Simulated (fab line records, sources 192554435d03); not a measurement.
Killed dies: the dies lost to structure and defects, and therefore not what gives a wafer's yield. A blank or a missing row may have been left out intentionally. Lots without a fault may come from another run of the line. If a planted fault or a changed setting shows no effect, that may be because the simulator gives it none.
Matching of chambers -- flow n5_finfet -- N5_BEOL_M0_CUTY_ETCH_63 on rie_diel-01: 4 sister chambers
The step etches SOC in N2/H2, target depth 82.7 nm, overetch 16.5 nm, time 124 s. 8 wafers are shown with their chamber, then 11 later ones without.

## EACH WAFER AND ITS CHAMBER
wafer,chamber,showerhead_plenum_p_Torr (Torr),throttle_valve_pct (%)
L080.5,0,2.69,17.75
L081.1,3,2.52,18.24
L081.2,1,2.50,18.16
L081.6,0,2.68,17.73
L082.1,3,2.52,18.24
L082.3,1,2.49,18.16
L082.4,2,2.47,17.45
L084.1,2,2.47,17.47

## WAFERS MISSING THEIR CHAMBER
wafer,showerhead_plenum_p_Torr (Torr),throttle_valve_pct (%)
L084.2,2.52,18.26
L084.5,2.68,17.78
L093.2,2.51,17.65
L093.5,2.46,17.52
L093.6,2.51,17.64
L096.3,2.49,17.71
L096.5,2.45,17.51
L096.6,2.51,17.66
L097.1,2.45,17.51
L097.3,2.49,17.73
L097.4,2.51,17.66

## WHICH CHAMBER EACH ONE RAN IN
wafer,from the rows above,in truth
L084.2,3,3
L084.5,0,0
L093.2,2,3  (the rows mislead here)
L093.5,2,2
L093.6,2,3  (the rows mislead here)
L096.3,2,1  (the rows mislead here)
L096.5,2,2
L096.6,2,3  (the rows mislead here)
L097.1,2,2
L097.3,2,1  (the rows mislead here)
L097.4,2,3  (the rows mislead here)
Correct placement for 5 of the 11. Can't be placed from these rows: 0. Placed wrongly: 6.
How it was worked out, from the rows above alone: a wafer's distance from a chamber is the root of the sum, over the readings, of the square of ((its reading less the chamber's mean) divided by the reading's scatter). If the next closest chamber is less than 2 further off than the closest, the wafer can't be placed; otherwise it belongs to the closest. For every chamber, the mean is computed from those of its wafers that are shown. The scatter: the root of (the sum of the squares of (reading less its chamber's mean) over the shown wafers, divided by (wafers less chambers)).
